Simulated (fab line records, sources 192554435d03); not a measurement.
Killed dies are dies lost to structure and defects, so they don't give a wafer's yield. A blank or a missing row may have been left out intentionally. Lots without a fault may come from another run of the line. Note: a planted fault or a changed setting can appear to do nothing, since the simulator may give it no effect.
Matching of chambers | flow n5_finfet | N5_MOL_CONTACT_COAG_ALD_27 on ald_sin-02: 4 sister chambers
The step deposits SiOC, target thk 17 nm, pulse time 1.5 s, time 2720 s. 4 wafers are shown with their chamber, then 12 later ones without.

WAFERS PAIRED WITH THEIR CHAMBERS
wafer  | chamber | heater_power_w (W)
L089.1 | 2       | 869
L089.5 | 1       | 906
L090.5 | 3       | 864
L090.6 | 0       | 780

WAFERS WITH NO CHAMBER GIVEN
wafer  | heater_power_w (W)
L091.2 | 774
L091.4 | 869
L091.6 | 762
L093.2 | 849
L093.4 | 781
L093.5 | 859
L094.1 | 851
L094.4 | 848
L094.5 | 874
L095.2 | 797
L095.5 | 871
L095.6 | 849

THE CHAMBER EACH PASSED THROUGH
wafer  | from the rows above     | in truth
L091.2 | 0                       | 0
L091.4 | can't be placed: 2 or 3 | 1
L091.6 | 0                       | 0
L093.2 | can't be placed: 3 or 2 | 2
L093.4 | 0                       | 0
L093.5 | can't be placed: 3 or 2 | 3
L094.1 | can't be placed: 3 or 2 | 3
L094.4 | can't be placed: 3 or 2 | 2
L094.5 | can't be placed: 2 or 3 | 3
L095.2 | 0                       | 0
L095.5 | can't be placed: 2 or 3 | 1
L095.6 | can't be placed: 3 or 2 | 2
Correct placement for 4 of the 12. From these rows, 8 cannot be placed; in 6 the true chamber is one of the candidates. Wrongly placed: 0.
How it was worked out, from the rows above alone: a wafer's distance from a chamber is the root of the sum, over the readings, of the square of ((its reading less the chamber's mean) divided by the reading's scatter). The wafer belongs to the nearest chamber; if the next one is less than 2 further off, it can't be placed. Each chamber's mean is taken over the wafers shown for it. The scatter: root of mean squared gap, hidden wafer to nearest shown wafer, with one shown wafer a chamber.
